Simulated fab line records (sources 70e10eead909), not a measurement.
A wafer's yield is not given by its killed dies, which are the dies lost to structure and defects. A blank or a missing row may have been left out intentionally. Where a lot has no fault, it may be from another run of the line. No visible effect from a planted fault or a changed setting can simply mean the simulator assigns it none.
Which tool did it? ; flow nand-harc ; 13 lots with 39 wafers sampled at 4 steps, on a route of 1159 steps

WHAT EACH GAUGE READ, for each wafer
NHARC_P_ZERO_WELL_CD_MEAS_24 targets a cd of 720 nm. Usual: cd-nm reads 719.9 nm (standard deviation 1.2).
lot;measured;on;cd-nm (nm);flag
L660;day 1 14:21;cd-sem-02;719.5 718.7 720.1;
L661;day 1 20:28;cd-sem-02;721.9 721.4 721.0;
L664;day 2 14:39;cd-sem-03;718.1 717.2 717.4;
L667;day 3 08:39;cd-sem-01;718.9 719.6 719.5;
L668;day 3 14:30;cd-sem-01;718.2 721.0 719.0;
L669;day 3 20:37;cd-sem-01;709.7 708.1 709.5;OFF
L672;day 4 14:43;cd-sem-03;719.1 719.3 719.6;
L677;day 5 20:41;cd-sem-03;720.8 720.6 720.7;
L678;day 6 02:27;cd-sem-01;719.2 720.7 718.5;
L679;day 6 08:35;cd-sem-01;719.7 720.2 720.6;
L680;day 6 14:55;cd-sem-01;717.8 720.7 717.7;
L682;day 7 02:38;cd-sem-02;722.3 720.8 721.5;
L683;day 7 08:36;cd-sem-01;719.1 720.6 719.2;

NHARC_P_GATE_CD_MEAS_26 targets a cd of 120 nm. Usual: cd-nm reads 120.1 nm (standard deviation 0.47).
lot;measured;on;cd-nm (nm);flag
L660;day 4 07:30;cd-sem-02;120.3 120.5 120.1;
L661;day 4 22:41;cd-sem-01;120.0 120.0 119.9;
L664;day 5 17:17;cd-sem-02;119.2 119.9 119.8;
L667;day 6 13:27;cd-sem-03;119.7 120.4 120.1;
L668;day 6 19:42;cd-sem-02;120.2 120.7 120.2;
L669;day 7 03:52;cd-sem-02;119.5 119.9 120.6;
L672;day 8 03:00;cd-sem-02;119.7 119.5 119.2;
L677;day 9 04:08;cd-sem-01;119.8 120.3 119.7;
L678;day 9 03:28;cd-sem-01;120.8 120.1 120.0;
L679;day 9 22:28;cd-sem-01;120.2 120.6 119.5;
L680;day 9 21:49;cd-sem-02;119.6 120.1 119.2;
L682;day 10 05:11;cd-sem-03;120.6 120.7 120.8;
L683;day 10 05:49;cd-sem-01;119.4 119.6 120.4;

TOOL THAT RAN EACH LOT (tool first, then ch and the chambers of the sampled wafers, then the start)
lot;NHARC_P_ZERO_WELL_EXPOSE_21;NHARC_P_GATE_DEP_103
L660;krf-scanner-01 ch 0, day 1 14:13;pecvd-03 ch 0,1,2, day 4 06:54
L661;krf-scanner-01 ch 0, day 1 20:19;pecvd-01 ch 1,2, day 4 21:58
L664;krf-scanner-01 ch 0, day 2 14:29;pecvd-01 ch 0,1, day 5 16:36
L667;krf-scanner-04 ch 0, day 3 08:30;pecvd-01 ch 0,1,2, day 6 12:54
L668;krf-scanner-04 ch 0, day 3 14:20;pecvd-01 ch 1,2, day 6 19:11
L669;krf-scanner-01 ch 0, day 3 20:28;pecvd-01 ch 0,1, day 7 03:20
L672;krf-scanner-02 ch 0, day 4 14:33;pecvd-04 ch 1,2, day 8 02:17
L677;krf-scanner-02 ch 0, day 5 20:32;pecvd-01 ch 0,1,2, day 9 03:40
L678;krf-scanner-04 ch 0, day 6 02:18;pecvd-01 ch 1,2, day 9 02:53
L679;krf-scanner-01 ch 0, day 6 08:26;pecvd-04 ch 1,2, day 9 21:56
L680;krf-scanner-02 ch 0, day 6 14:46;pecvd-04 ch 0,2, day 9 21:17
L682;krf-scanner-02 ch 0, day 7 02:29;pecvd-01 ch 0,1,2, day 10 04:37
L683;krf-scanner-04 ch 0, day 7 08:26;pecvd-04 ch 0,1, day 10 05:16
- NHARC_P_ZERO_WELL_EXPOSE_21: exposes mask P NWELL, target cd 720 nm.
- NHARC_P_GATE_DEP_103: deposits SiON, target thk 30 nm.

AS READ BY THE TOOLS THEMSELVES (means over the sampled wafers that have a number; for cases with no such wafer, the mark the record gives instead)
NHARC_P_GATE_DEP_103. Usual: heater-power-w reads 734 W (standard deviation 82).
lot;tool;heater-power-w (W);flag
L660;pecvd-03;768;
L661;pecvd-01;700;
L664;pecvd-01;667;
L667;pecvd-01;688;
L668;pecvd-01;695;
L669;pecvd-01;681;
L672;pecvd-04;669;
L677;pecvd-01;705;
L678;pecvd-01;658;
L679;pecvd-04;776;
L680;pecvd-04;831;
L682;pecvd-01;699;
L683;pecvd-04;680;

THE ANSWER, worked out from the rows above alone
Rule: take the mean of a lot's wafers that have a number; if it is more than 3 standard deviations from the usual mean, the lot is off. A lot without any number at a reading at which 4 lots or more have one is off too. Any other lot the step has rows for is counted as sound. First the gauges in route order, then the tools' own readings, where a lot's mean is used as printed above. The first step at which some lot is off is used, and at that step the reading that is off furthest; a lot without a number counts as furthest.
Off: L669 (NHARC_P_ZERO_WELL_CD_MEAS_24, cd-nm).
A tool fits if, at a process step before that reading, it ran every lot that is off, and no sound lot after the first of them. The gauges at NHARC_P_ZERO_WELL_CD_MEAS_24 are tried like those tools. Of those tried, none fits.

WHAT WAS PUT IN BY THE SIMULATOR
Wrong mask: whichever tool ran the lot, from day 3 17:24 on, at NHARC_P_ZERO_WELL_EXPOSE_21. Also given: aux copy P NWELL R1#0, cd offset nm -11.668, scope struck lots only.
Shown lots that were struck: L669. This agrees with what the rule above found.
